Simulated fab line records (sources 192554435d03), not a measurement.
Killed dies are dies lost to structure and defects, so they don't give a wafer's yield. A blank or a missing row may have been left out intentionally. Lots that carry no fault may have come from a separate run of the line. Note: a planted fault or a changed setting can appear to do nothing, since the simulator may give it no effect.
Chamber matching :: flow n5_finfet :: N5_FIN_CUT_ETCH_30 on rie_diel-06 has 4 sister chambers
The step etches underlayer in N2/H2, target depth 13 nm, time 10.4 s. 4 wafers are shown with their chamber, then 9 later ones without.

WAFERS WITH THEIR CHAMBER
wafer: L083.4
chamber: 1
showerhead_plenum_p_Torr (Torr): 2.70

wafer: L084.4
chamber: 0
showerhead_plenum_p_Torr (Torr): 2.50

wafer: L084.5
chamber: 3
showerhead_plenum_p_Torr (Torr): 2.49

wafer: L084.6
chamber: 2
showerhead_plenum_p_Torr (Torr): 2.53

WAFERS WITH NO CHAMBER GIVEN
wafer: L089.1
showerhead_plenum_p_Torr (Torr): 2.53

wafer: L089.3
showerhead_plenum_p_Torr (Torr): 2.48

wafer: L089.6
showerhead_plenum_p_Torr (Torr): 2.48

wafer: L091.1
showerhead_plenum_p_Torr (Torr): 2.48

wafer: L091.2
showerhead_plenum_p_Torr (Torr): 2.53

wafer: L091.6
showerhead_plenum_p_Torr (Torr): 2.48

wafer: L096.3
showerhead_plenum_p_Torr (Torr): 2.49

wafer: L096.4
showerhead_plenum_p_Torr (Torr): 2.69

wafer: L096.6
showerhead_plenum_p_Torr (Torr): 2.49

WHICH CHAMBER EACH ONE RAN IN
wafer: L089.1
from the rows above: 2
in truth: 2

wafer: L089.3
from the rows above: can't be placed: 3 or 0
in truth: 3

wafer: L089.6
from the rows above: can't be placed: 3 or 0
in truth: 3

wafer: L091.1
from the rows above: can't be placed: 3 or 0
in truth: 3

wafer: L091.2
from the rows above: 2
in truth: 2

wafer: L091.6
from the rows above: can't be placed: 3 or 0
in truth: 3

wafer: L096.3
from the rows above: can't be placed: 3 or 0
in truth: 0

wafer: L096.4
from the rows above: 1
in truth: 1

wafer: L096.6
from the rows above: can't be placed: 3 or 0
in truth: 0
Correctly placed: 3 of 9. These rows do not allow placing 6 (true chamber among the candidates in 6). Wrongly placed: 0.
How it was worked out, from the rows above alone: a wafer's distance from a chamber is the root of the sum, over the readings, of the square of ((its reading less the chamber's mean) divided by the reading's scatter). If the next closest chamber is less than 2 further off than the closest, the wafer can't be placed; otherwise it belongs to the closest. The mean given for a chamber averages the wafers shown for that chamber. The scatter: with one shown wafer a chamber, the root of the mean of the squares of how far each hidden wafer lies from its nearest shown one.
